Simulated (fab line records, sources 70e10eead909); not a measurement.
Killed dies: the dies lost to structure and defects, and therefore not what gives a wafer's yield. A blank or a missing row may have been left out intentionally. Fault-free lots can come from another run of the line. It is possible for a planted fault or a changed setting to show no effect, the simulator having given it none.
Matching of chambers | flow nand harc | NHARC_A_STAIRCASE_DESCUM_270 on rie diel-09 has 4 sister chambers
The step chemistry O2, time 3 s. 20 wafers are shown with their chamber, then 10 later ones without.

## WAFERS WITH THEIR CHAMBER
wafer  | chamber | drypump motor current A (A) | showerhead plenum p Torr (Torr) | oes product au (a.u.)
L074.1 | 0       | 5.2                         | 1.88                            | 1.016
L074.2 | 3       | 5.6                         | 1.96                            | 1.000
L074.5 | 0       | 5.2                         | 1.88                            | 1.003
L076.2 | 0       | 5.2                         | 1.88                            | 0.999
L076.3 | 2       | 5.2                         | 1.86                            | 0.995
L076.4 | 3       | 5.6                         | 1.96                            | 0.992
L077.1 | 1       | 5.9                         | 1.99                            | 0.993
L077.2 | 2       | 5.2                         | 1.85                            | 1.004
L077.3 | 0       | 5.2                         | 1.88                            | 1.009
L080.1 | 2       | 5.2                         | 1.85                            | 1.005
L080.2 | 1       | 6.0                         | 1.99                            | 0.988
L080.4 | 1       | 6.0                         | 1.99                            | 0.998
L084.1 | 0       | 5.2                         | 1.88                            | 1.013
L084.4 | 3       | 5.6                         | 1.95                            | 1.001
L084.6 | 3       | 5.6                         | 1.95                            | 1.002
L085.1 | 0       | 5.2                         | 1.87                            | 1.017
L085.2 | 1       | 6.0                         | 1.98                            | 0.992
L085.5 | 3       | 5.6                         | 1.95                            | 1.004
L089.2 | 1       | 6.0                         | 1.98                            | 0.999
L089.4 | 2       | 5.2                         | 1.84                            | 0.993

SIGNATURES (means of the wafers above)
reading                  | chamber 0 | chamber 1 | chamber 2 | chamber 3 | scatter within a chamber
drypump motor current A  | 5.200     | 5.980     | 5.200     | 5.600     | 0.0224
showerhead plenum p Torr | 1.8783    | 1.9860    | 1.8500    | 1.9540    | 0.00572
oes product au           | 1.00950   | 0.99400   | 0.99925   | 0.99980   | 0.00583
Rule: distance of a wafer from a chamber = root of the sum over the readings of ((wafer's reading minus chamber's mean) / reading's scatter) squared. The wafer belongs to the nearest chamber; if the next one is less than 2 further off, it can't be placed. The scatter is the square root of a quotient: the sum, over the shown wafers, of each reading's squared deviation from its chamber's mean, divided by wafers minus chambers.

## WAFERS WHOSE CHAMBER IS MISSING
wafer  | drypump motor current A (A) | showerhead plenum p Torr (Torr) | oes product au (a.u.)
L089.5 | 6.0                         | 1.98                            | 0.993
L094.1 | 5.6                         | 1.94                            | 1.002
L094.3 | 5.2                         | 1.87                            | 1.003
L094.6 | 5.2                         | 1.87                            | 0.999
L096.1 | 5.2                         | 1.84                            | 0.977
L096.4 | 5.2                         | 1.87                            | 1.007
L096.6 | 6.0                         | 1.97                            | 0.986
L097.3 | 6.0                         | 1.97                            | 0.998
L097.4 | 5.6                         | 1.94                            | 1.015
L097.6 | 5.2                         | 1.84                            | 0.988

## EACH ONE'S CHAMBER
wafer  | from the rows above     | in truth
L089.5 | 1                       | 1
L094.1 | 3                       | 3
L094.3 | can't be placed: 0 or 2 | 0
L094.6 | can't be placed: 0 or 2 | 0
L096.1 | 2                       | 2
L096.4 | 0                       | 0
L096.6 | 1                       | 1
L097.3 | 1                       | 1
L097.4 | 3                       | 3
L097.6 | 2                       | 2
Placed correctly: 8 of 10. Unplaceable from these rows: 2, with the true chamber sitting among the candidates in 2. Placed wrongly: 0.
